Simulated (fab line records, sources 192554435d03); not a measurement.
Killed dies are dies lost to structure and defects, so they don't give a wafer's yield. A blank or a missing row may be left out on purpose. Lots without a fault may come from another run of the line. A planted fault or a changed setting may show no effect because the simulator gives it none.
Which tool did it? | flow n5_finfet | 24 lots, 72 wafers sampled, at 6 steps of a route of 1938

WHAT THE GAUGES READ, wafer by wafer
N5_BEOL_M4_OCD_MEAS_38. Usual: trench_depth_nm 55.2 nm, standard deviation 0.87.
lot  | measured     | on     | trench_depth_nm (nm) | flag
L074 | day 8 04:50  | ocd-01 | 53.9 55.1 54.0       |
L075 | day 8 04:58  | ocd-02 | 55.6 56.1 56.1       |
L076 | day 8 14:52  | ocd-02 | 53.9 56.5 55.4       |
L077 | day 8 20:43  | ocd-01 | 54.2 54.7 55.1       |
L078 | day 8 20:42  | ocd-02 | 55.5 53.5 55.0       |
L079 | day 9 12:54  | ocd-01 | 54.8 55.6 55.5       |
L080 | day 9 16:13  | ocd-01 | 54.4 55.0 55.8       |
L081 | day 9 19:59  | ocd-01 | 54.5 55.1 54.1       |
L082 | day 9 22:37  | ocd-02 | 55.9 56.7 55.6       |
L084 | day 10 03:46 | ocd-02 | 56.7 54.4 55.9       |
L083 | day 10 03:35 | ocd-01 | 54.9 53.7 54.7       |
L085 | day 11 01:11 | ocd-01 | 53.7 53.9 56.1       |
L086 | day 11 06:17 | ocd-02 | 56.6 55.3 55.1       |
L089 | day 11 13:29 | ocd-02 | 54.0 54.8 56.2       |
L088 | day 11 18:15 | ocd-01 | 54.8 54.4 54.2       |
L090 | day 11 22:26 | ocd-01 | 55.5 54.9 56.5       |
L087 | day 12 08:25 | ocd-01 | 54.9 54.1 55.2       |
L092 | day 12 12:47 | ocd-02 | 56.0 54.6 54.2       |
L093 | day 12 22:27 | ocd-02 | 55.4 56.2 55.4       |
L094 | day 12 22:23 | ocd-01 | 56.1 55.0 54.3       |
L091 | day 13 07:05 | ocd-02 | 54.6 56.5 54.3       |
L095 | day 13 07:23 | ocd-01 | 55.4 56.3 56.8       |
L096 | day 13 07:26 | ocd-02 | 54.5 54.9 53.6       |
L097 | day 13 17:50 | ocd-01 | 55.2 55.3 56.0       |

N5_BEOL_M4_CD_MEAS_35: target cd 18 nm, target cd y 22.4 nm. Usual: cd_nm 18.1 nm, standard deviation 0.34.
lot  | measured     | on        | cd_nm (nm)     | flag
L074 | day 8 04:59  | cd_sem-02 | 17.5 18.0 18.1 |
L075 | day 8 05:07  | cd_sem-01 | 17.9 17.4 18.9 |
L076 | day 8 15:01  | cd_sem-01 | 18.1 17.8 18.0 |
L077 | day 8 20:52  | cd_sem-01 | 17.9 17.4 17.3 |
L078 | day 8 20:51  | cd_sem-03 | 17.6 17.9 18.1 |
L079 | day 9 13:03  | cd_sem-03 | 18.1 18.3 18.4 |
L080 | day 9 16:22  | cd_sem-01 | 18.2 17.5 18.2 |
L081 | day 9 20:08  | cd_sem-03 | 17.6 18.7 17.7 |
L082 | day 9 22:47  | cd_sem-01 | 18.7 18.3 18.1 |
L084 | day 10 03:56 | cd_sem-02 | 18.3 18.5 18.4 |
L083 | day 10 03:44 | cd_sem-03 | 17.7 18.0 17.7 |
L085 | day 11 01:20 | cd_sem-01 | 18.3 18.0 17.6 |
L086 | day 11 06:26 | cd_sem-02 | 18.4 18.0 17.9 |
L089 | day 11 13:38 | cd_sem-01 | 18.0 18.0 18.1 |
L088 | day 11 18:25 | cd_sem-03 | 17.9 18.3 18.1 |
L090 | day 11 22:35 | cd_sem-02 | 17.9 17.9 18.3 |
L087 | day 12 08:34 | cd_sem-03 | 18.1 18.7 18.0 |
L092 | day 12 12:56 | cd_sem-03 | 18.1 18.0 18.4 |
L093 | day 12 22:37 | cd_sem-01 | 18.3 18.1 18.2 |
L094 | day 12 22:32 | cd_sem-02 | 18.3 18.4 18.1 |
L091 | day 13 07:20 | cd_sem-02 | 17.7 17.8 18.1 |
L095 | day 13 07:32 | cd_sem-02 | 17.9 18.0 18.2 |
L096 | day 13 07:41 | cd_sem-01 | 18.2 18.5 18.2 |
L097 | day 13 17:59 | cd_sem-02 | 18.6 18.9 18.8 |

N5_BEOL_M4_INSPECT_59: inspects for defects (darkfield). Usual: raw_defect_count 72, standard deviation 23.
lot  | measured     | on                | raw_defect_count | flag
L074 | day 8 10:47  | defect_inspect-02 | 37 48 80         |
L075 | day 8 11:17  | defect_inspect-02 | 92 89 66         |
L076 | day 8 20:11  | defect_inspect-01 | 95 144 85        |
L077 | day 9 01:07  | defect_inspect-02 | 73 42 33         |
L078 | day 9 00:53  | defect_inspect-01 | 57 82 86         |
L079 | day 9 17:14  | defect_inspect-01 | 61 45 49         |
L080 | day 9 20:20  | defect_inspect-01 | 34 52 63         |
L081 | day 10 01:35 | defect_inspect-02 | 57 45 57         |
L082 | day 10 04:05 | defect_inspect-01 | 82 49 69         |
L084 | day 10 08:04 | defect_inspect-02 | 55 114 97        |
L083 | day 10 07:56 | defect_inspect-01 | 60 46 144        |
L085 | day 11 05:41 | defect_inspect-01 | 54 80 71         |
L086 | day 11 10:41 | defect_inspect-01 | 77 90 65         |
L089 | day 11 19:08 | defect_inspect-02 | 105 94 82        |
L088 | day 12 00:19 | defect_inspect-02 | 62 64 81         |
L090 | day 12 03:11 | defect_inspect-02 | 98 75 78         |
L087 | day 12 12:38 | defect_inspect-02 | 81 67 59         |
L092 | day 12 16:59 | defect_inspect-02 | 79 79 49         |
L093 | day 13 03:49 | defect_inspect-02 | 51 56 90         |
L094 | day 13 04:19 | defect_inspect-02 | 64 61 60         |
L091 | day 13 12:14 | defect_inspect-02 | 102 74 61        |
L095 | day 13 12:19 | defect_inspect-02 | 60 44 43         |
L096 | day 13 13:11 | defect_inspect-01 | 46 54 58         |
L097 | day 13 22:05 | defect_inspect-01 | 105 111 65       |

WHICH TOOL RAN EACH LOT (tool, then ch and the chambers of the sampled wafers, then the start)
lot  | N5_BEOL_M4_ETCH_77                 | N5_BEOL_M4_ETCH_69                 | N5_BEOL_M4_ANNEAL_49
L074 | rie_diel-04 ch 1,3, day 8 01:32    | rie_diel-04 ch 1,3, day 8 01:33    | pvd_sputter-03, day 8 08:02
L075 | rie_diel-03 ch 2,3, day 8 04:11    | rie_diel-03 ch 2,3, day 8 04:12    | pvd_sputter-02, day 8 08:17
L076 | rie_diel-03 ch 0,2, day 8 12:14    | rie_diel-03 ch 0,2, day 8 12:14    | pvd_sputter-02, day 8 17:26
L077 | rie_diel-04 ch 1,2,3, day 8 12:28  | rie_diel-04 ch 1,2,3, day 8 12:29  | pvd_sputter-02, day 8 22:16
L078 | rie_diel-02 ch 0,1,3, day 8 12:31  | rie_diel-02 ch 0,1,3, day 8 12:32  | pvd_sputter-03, day 8 22:05
L079 | rie_diel-03 ch 0,1, day 9 07:53    | rie_diel-03 ch 0,1, day 9 07:53    | pvd_sputter-03, day 9 14:23
L080 | rie_diel-03 ch 0,1,3, day 9 13:59  | rie_diel-03 ch 0,1,3, day 9 14:00  | pvd_sputter-03, day 9 17:28
L081 | rie_diel-03 ch 0,1,3, day 9 15:41  | rie_diel-03 ch 0,1,3, day 9 15:41  | pvd_sputter-01, day 9 21:31
L082 | rie_diel-02 ch 2,3, day 9 21:01    | rie_diel-02 ch 2,3, day 9 21:02    | pvd_sputter-03, day 10 01:17
L084 | rie_diel-02 ch 0,1,3, day 9 21:47  | rie_diel-02 ch 0,1,3, day 9 21:49  | pvd_sputter-01, day 10 05:02
L083 | rie_diel-02 ch 0,1,3, day 9 22:02  | rie_diel-02 ch 0,1,3, day 9 22:04  | pvd_sputter-02, day 10 04:50
L085 | rie_diel-03 ch 0,2,3, day 10 16:49 | rie_diel-03 ch 0,2,3, day 10 16:50 | pvd_sputter-01, day 11 02:56
L086 | rie_diel-03 ch 0,3, day 11 04:01   | rie_diel-03 ch 0,3, day 11 04:01   | pvd_sputter-03, day 11 07:55
L089 | rie_diel-02 ch 0,1,2, day 11 10:53 | rie_diel-02 ch 0,1,2, day 11 10:53 | pvd_sputter-02, day 11 16:17
L088 | rie_diel-02 ch 0,1,2, day 11 14:39 | rie_diel-02 ch 0,1,2, day 11 14:40 | pvd_sputter-01, day 11 21:10
L090 | rie_diel-04 ch 0,1,3, day 11 15:50 | rie_diel-04 ch 0,1,3, day 11 15:50 | pvd_sputter-01, day 12 00:10
L087 | rie_diel-02 ch 0,2,3, day 12 00:46 | rie_diel-02 ch 0,2,3, day 12 00:46 | pvd_sputter-03, day 12 09:52
L092 | rie_diel-03 ch 0,2, day 12 05:10   | rie_diel-03 ch 0,2, day 12 05:11   | pvd_sputter-02, day 12 14:10
L093 | rie_diel-02 ch 0,2, day 12 13:17   | rie_diel-02 ch 0,2, day 12 13:18   | pvd_sputter-03, day 13 01:01
L094 | rie_diel-04 ch 0,1,3, day 12 18:07 | rie_diel-04 ch 0,1,3, day 12 18:08 | pvd_sputter-02, day 13 01:30
L091 | rie_diel-04 ch 0,2,3, day 13 00:28 | rie_diel-04 ch 0,2,3, day 13 00:29 | pvd_sputter-03, day 13 09:09
L095 | rie_diel-02 ch 0,2,3, day 13 00:45 | rie_diel-02 ch 0,2,3, day 13 00:46 | pvd_sputter-02, day 13 09:15
L096 | rie_diel-04 ch 1,2,3, day 13 04:59 | rie_diel-04 ch 1,2,3, day 13 04:59 | pvd_sputter-01, day 13 10:20
L097 | rie_diel-04 ch 0,2,3, day 13 15:26 | rie_diel-04 ch 0,2,3, day 13 15:27 | pvd_sputter-01, day 13 19:16
- N5_BEOL_M4_ETCH_77: etches underlayer in N2/H2, target depth 6.5 nm, time 5.2 s.
- N5_BEOL_M4_ETCH_69: etches SiARC in CF4, target depth 15.6 nm, time 26 s.
- N5_BEOL_M4_ANNEAL_49: time 240 s.

WHAT THE TOOLS THEMSELVES READ (means of the sampled wafers that have a number; where no wafer has one, the mark that the record gives instead)
N5_BEOL_M4_ETCH_77. Usual: drypump_motor_current_A 5.9 A, standard deviation 0.38; etch_rf_on_time_s 5.21 s, standard deviation 0.1; oes_product_au 0.67 a.u., standard deviation 0.067; rf_vpp_V 523.5 V, standard deviation 2.7; showerhead_plenum_p_Torr 2.53 Torr, standard deviation 0.087; throttle_valve_pct 17.83 %, standard deviation 0.2.
lot  | tool        | drypump_motor_current_A (A) | etch_rf_on_time_s (s) | oes_product_au (a.u.) | rf_vpp_V (V) | showerhead_plenum_p_Torr (Torr) | throttle_valve_pct (%) | flag
L074 | rie_diel-04 | 5.5                         | 5.10                  | 0.75                  | 522.8        | 2.56                            | 17.82                  |
L075 | rie_diel-03 | 5.8                         | 5.23                  | 0.63                  | 521.8        | 2.46                            | 17.96                  |
L076 | rie_diel-03 | 5.8                         | 5.16                  | 0.66                  | 523.4        | 2.52                            | 17.78                  |
L077 | rie_diel-04 | 5.8                         | 5.18                  | 0.70                  | 524.1        | 2.53                            | 17.83                  |
L078 | rie_diel-02 | 6.0                         | 5.25                  | 0.69                  | 524.2        | 2.52                            | 17.77                  |
L079 | rie_diel-03 | 6.4                         | 5.32                  | 0.61                  | 523.4        | 2.48                            | 17.95                  |
L080 | rie_diel-03 | 6.2                         | 5.25                  | 0.61                  | 521.0        | 2.45                            | 17.97                  |
L081 | rie_diel-03 | 6.2                         | 5.27                  | 0.61                  | 520.3        | 2.45                            | 17.96                  |
L082 | rie_diel-02 | 5.8                         | 5.33                  | 0.66                  | 525.0        | 2.62                            | 17.89                  |
L084 | rie_diel-02 | 6.0                         | 5.20                  | 0.68                  | 523.8        | 2.52                            | 17.79                  |
L083 | rie_diel-02 | 6.0                         | 5.17                  | 0.69                  | 524.0        | 2.52                            | 17.80                  |
L085 | rie_diel-03 | 5.9                         | 5.22                  | 0.63                  | 522.6        | 2.46                            | 17.91                  |
L086 | rie_diel-03 | 5.9                         | 5.26                  | 0.60                  | 520.1        | 2.41                            | 17.99                  |
L089 | rie_diel-02 | 6.1                         | 5.18                  | 0.63                  | 522.8        | 2.53                            | 17.82                  |
L088 | rie_diel-02 | 6.1                         | 5.21                  | 0.64                  | 524.3        | 2.53                            | 17.83                  |
L090 | rie_diel-04 | 5.7                         | 5.20                  | 0.72                  | 524.4        | 2.58                            | 17.68                  |
L087 | rie_diel-02 | 5.9                         | 5.19                  | 0.69                  | 524.6        | 2.56                            | 17.87                  |
L092 | rie_diel-03 | 5.9                         | 5.25                  | 0.62                  | 521.3        | 2.47                            | 17.79                  |
L093 | rie_diel-02 | 6.2                         | 5.18                  | 0.67                  | 523.4        | 2.50                            | 17.86                  |
L094 | rie_diel-04 | 5.7                         | 5.17                  | 0.71                  | 524.8        | 2.58                            | 17.70                  |
L091 | rie_diel-04 | 5.7                         | 5.15                  | 0.76                  | 525.7        | 2.60                            | 17.78                  |
L095 | rie_diel-02 | 5.9                         | 5.28                  | 0.67                  | 523.8        | 2.55                            | 17.88                  |
L096 | rie_diel-04 | 5.8                         | 5.24                  | 0.73                  | 522.9        | 2.51                            | 17.76                  |
L097 | rie_diel-04 | 5.7                         | 5.13                  | 0.75                  | 525.2        | 2.59                            | 17.79                  |

N5_BEOL_M4_ETCH_69. Usual: drypump_motor_current_A 5.9 A, standard deviation 0.38; etch_rf_on_time_s 26.1 s, standard deviation 0.53; mfc_ar_sccm 100.02 sccm, standard deviation 0.3; oes_product_au 0.67 a.u., standard deviation 0.067; rf_vpp_V 183.9 V, standard deviation 1.1; showerhead_plenum_p_Torr 2.13 Torr, standard deviation 0.07; throttle_valve_pct 15.57 %, standard deviation 0.19.
lot  | tool        | drypump_motor_current_A (A) | etch_rf_on_time_s (s) | mfc_ar_sccm (sccm) | oes_product_au (a.u.) | rf_vpp_V (V) | showerhead_plenum_p_Torr (Torr) | throttle_valve_pct (%) | flag
L074 | rie_diel-04 | 5.5                         | 26.0                  | 100.31             | 0.75                  | 183.8        | 2.15                            | 15.50                  |
L075 | rie_diel-03 | 5.8                         | 26.4                  | 100.27             | 0.63                  | 183.1        | 2.08                            | 15.70                  |
L076 | rie_diel-03 | 5.8                         | 25.3                  | 100.00             | 0.66                  | 184.1        | 2.12                            | 15.49                  |
L077 | rie_diel-04 | 5.8                         | 26.4                  | 100.27             | 0.69                  | 183.8        | 2.12                            | 15.50                  |
L078 | rie_diel-02 | 6.0                         | 26.1                  | 99.77              | 0.70                  | 184.0        | 2.13                            | 15.54                  |
L079 | rie_diel-03 | 6.4                         | 26.3                  | 99.87              | 0.61                  | 184.1        | 2.09                            | 15.76                  |
L080 | rie_diel-03 | 6.2                         | 26.7                  | 100.24             | 0.61                  | 183.7        | 2.07                            | 15.76                  |
L081 | rie_diel-03 | 6.2                         | 26.5                  | 99.84              | 0.61                  | 183.1        | 2.07                            | 15.76                  |
L082 | rie_diel-02 | 5.8                         | 26.5                  | 100.27             | 0.66                  | 184.4        | 2.20                            | 15.53                  |
L084 | rie_diel-02 | 5.9                         | 26.2                  | 99.90              | 0.69                  | 183.5        | 2.13                            | 15.58                  |
L083 | rie_diel-02 | 5.9                         | 25.8                  | 99.83              | 0.69                  | 184.0        | 2.13                            | 15.57                  |
L085 | rie_diel-03 | 5.9                         | 25.8                  | 99.84              | 0.63                  | 183.5        | 2.08                            | 15.66                  |
L086 | rie_diel-03 | 5.9                         | 26.4                  | 99.64              | 0.60                  | 183.4        | 2.04                            | 15.80                  |
L089 | rie_diel-02 | 6.1                         | 26.4                  | 100.28             | 0.63                  | 184.6        | 2.13                            | 15.59                  |
L088 | rie_diel-02 | 6.1                         | 26.1                  | 99.66              | 0.63                  | 183.8        | 2.13                            | 15.58                  |
L090 | rie_diel-04 | 5.7                         | 26.0                  | 99.95              | 0.73                  | 184.5        | 2.18                            | 15.41                  |
L087 | rie_diel-02 | 5.9                         | 26.5                  | 100.19             | 0.68                  | 184.4        | 2.15                            | 15.57                  |
L092 | rie_diel-03 | 5.9                         | 26.1                  | 100.14             | 0.63                  | 183.2        | 2.07                            | 15.57                  |
L093 | rie_diel-02 | 6.1                         | 25.9                  | 100.22             | 0.67                  | 184.2        | 2.11                            | 15.58                  |
L094 | rie_diel-04 | 5.7                         | 25.9                  | 100.08             | 0.71                  | 184.0        | 2.17                            | 15.43                  |
L091 | rie_diel-04 | 5.6                         | 25.9                  | 100.22             | 0.77                  | 183.9        | 2.18                            | 15.41                  |
L095 | rie_diel-02 | 5.9                         | 26.5                  | 100.14             | 0.67                  | 184.2        | 2.15                            | 15.60                  |
L096 | rie_diel-04 | 5.8                         | 26.0                  | 99.99              | 0.74                  | 183.7        | 2.11                            | 15.42                  |
L097 | rie_diel-04 | 5.6                         | 25.8                  | 100.03             | 0.75                  | 184.7        | 2.18                            | 15.42                  |

N5_BEOL_M4_ANNEAL_49. Usual: heater_power_w 844 W, standard deviation 88.
lot  | tool           | heater_power_w (W) | flag
L074 | pvd_sputter-03 | 821                |
L075 | pvd_sputter-02 | 761                |
L076 | pvd_sputter-02 | 822                |
L077 | pvd_sputter-02 | 882                |
L078 | pvd_sputter-03 | 819                |
L079 | pvd_sputter-03 | 802                |
L080 | pvd_sputter-03 | 845                |
L081 | pvd_sputter-01 | 869                |
L082 | pvd_sputter-03 | 803                |
L084 | pvd_sputter-01 | 856                |
L083 | pvd_sputter-02 | 958                |
L085 | pvd_sputter-01 | 827                |
L086 | pvd_sputter-03 | 775                |
L089 | pvd_sputter-02 | 837                |
L088 | pvd_sputter-01 | 810                |
L090 | pvd_sputter-01 | 806                |
L087 | pvd_sputter-03 | 838                |
L092 | pvd_sputter-02 | 845                |
L093 | pvd_sputter-03 | 812                |
L094 | pvd_sputter-02 | 917                |
L091 | pvd_sputter-03 | 811                |
L095 | pvd_sputter-02 | 907                |
L096 | pvd_sputter-01 | 912                |
L097 | pvd_sputter-01 | 776                |

THE ANSWER, worked out from the rows above alone
Rule: a lot is off if the mean of its wafers that have a number lies more than 3 standard deviations from the usual mean. A lot without any number at a reading at which 4 lots or more have one is off too. The other lots that the step has rows for count as sound. The gauges are gone through in route order, then the tools' own readings, and for those a lot's mean is taken as printed above. The first step at which some lot is off is used, and at that step the reading that is off furthest; a lot without a number counts as furthest.
No lot is off at any reading shown: from this, nothing can be told.

WHAT THE SIMULATOR HAD PUT IN
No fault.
